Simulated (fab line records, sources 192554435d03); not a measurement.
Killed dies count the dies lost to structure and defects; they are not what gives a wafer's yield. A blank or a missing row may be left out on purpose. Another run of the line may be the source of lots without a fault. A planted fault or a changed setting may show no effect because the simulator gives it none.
3 desks, one fault :: flow n5Finfet :: every desk sees just its own numbers, and what lay behind them comes last

AT THE METROLOGY DESK
What the gauges read, lot by lot, whatever tool the lot ran on: means of the sampled wafers that have a number. Marked OUT: a lot whose mean sits more than 4 standard deviations from the usual mean, which makes it out of limits; the brackets give that distance.
Columns: A = M14_ILD_THK at N5_BEOL_M14_THK_MEAS_01, usual 1116 nm
lot: L451
first seen here: day 12 01:13
A: 1105

lot: L450
first seen here: day 12 08:22
A: 1113

lot: L452
first seen here: day 12 13:20
A: 1109

lot: L455
first seen here: day 13 07:46
A: 1112

lot: L458
first seen here: day 13 19:29
A: 1098

lot: L457
first seen here: day 13 23:10
A: 1114

lot: L462
first seen here: day 15 06:47
A: 1128

lot: L464
first seen here: day 15 07:03
A: 1123

lot: L468
first seen here: day 16 02:34
A: 1142

lot: L470
first seen here: day 16 16:48
A: 1112

lot: L469
first seen here: day 16 20:53
A: 1108
Finding of this desk: none of the 11 lots has anything out of limits.

TOOL OWNER'S DESK, lithoTrack-03
The tool's own readings at N5_BEOL_M14_COAT_66 (time 60 s, resist thk 110 nm): means of the sampled wafers that have a number, for each lot that ran on this tool. Marked OUT: a lot whose mean sits more than 4 standard deviations from the usual mean, which makes it out of limits; the brackets give that distance.
Columns: A = plateTempC at N5_BEOL_M14_COAT_66, usual 219.95 C; B = spinSpeedRpm at N5_BEOL_M14_COAT_66, usual 1499.9 rpm
lot: L450
first seen here: day 12 09:22
A: 219.75
B: 1500.3

lot: L458
first seen here: day 13 21:20
A: 219.84
B: 1501.0

lot: L457
first seen here: day 14 00:02
A: 219.92
B: 1668.2 (+99 or more) OUT

lot: L462
first seen here: day 15 07:59
A: 220.07
B: 1669.7 (+99 or more) OUT
This desk's finding: out of limits on L457, L462; first on L457, day 14 00:02 (spinSpeedRpm at N5_BEOL_M14_COAT_66). Within limits: L450, L458.

THE DEFECT DESK
Counts from the inspections along the route, per lot, as means over the sampled wafers that have a number. Marked OUT: a lot whose mean sits more than 4 standard deviations from the usual mean, which makes it out of limits; the brackets give that distance.
Columns: A = rawDefectCount at N5_BEOL_M14_INSPECT_30, usual 2.1
lot: L451
first seen here: day 12 02:36
A: 1.7

lot: L450
first seen here: day 12 09:42
A: 2.3

lot: L452
first seen here: day 12 14:40
A: 2.0

lot: L455
first seen here: day 13 09:49
A: 3.3

lot: L458
first seen here: day 13 21:41
A: 2.0

lot: L457
first seen here: day 14 00:31
A: 1.0

lot: L462
first seen here: day 15 08:29
A: 1.7

lot: L464
first seen here: day 15 08:42
A: 2.0

lot: L468
first seen here: day 16 04:07
A: 1.0

lot: L470
first seen here: day 16 18:16
A: 1.7

lot: L469
first seen here: day 16 22:29
A: 2.3
Finding of this desk: none of the 11 lots has anything out of limits.

BROUGHT TOGETHER
On L457, L462, at day 14 00:02, an alarm was possible from the tool owner's desk.
The metrology desk saw nothing out of limits.
No out-of-limits result turned up at the defect desk.
The metrology desk holds a record of L457, L462, inside its limits.
The defect desk has L457, L462 on record, within its limits.
All the named lots went through N5_BEOL_M14_COAT_66 on lithoTrack-03.

WHAT HAD BEEN PUT IN BY THE SIMULATOR
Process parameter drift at N5_BEOL_M14_COAT_66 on lithoTrack-03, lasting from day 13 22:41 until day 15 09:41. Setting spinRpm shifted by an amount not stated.
Lots struck among those shown: L457, L462.
Delay in hours, fault start to first out-of-limits reading, by desk: the tool owner's desk at 1.
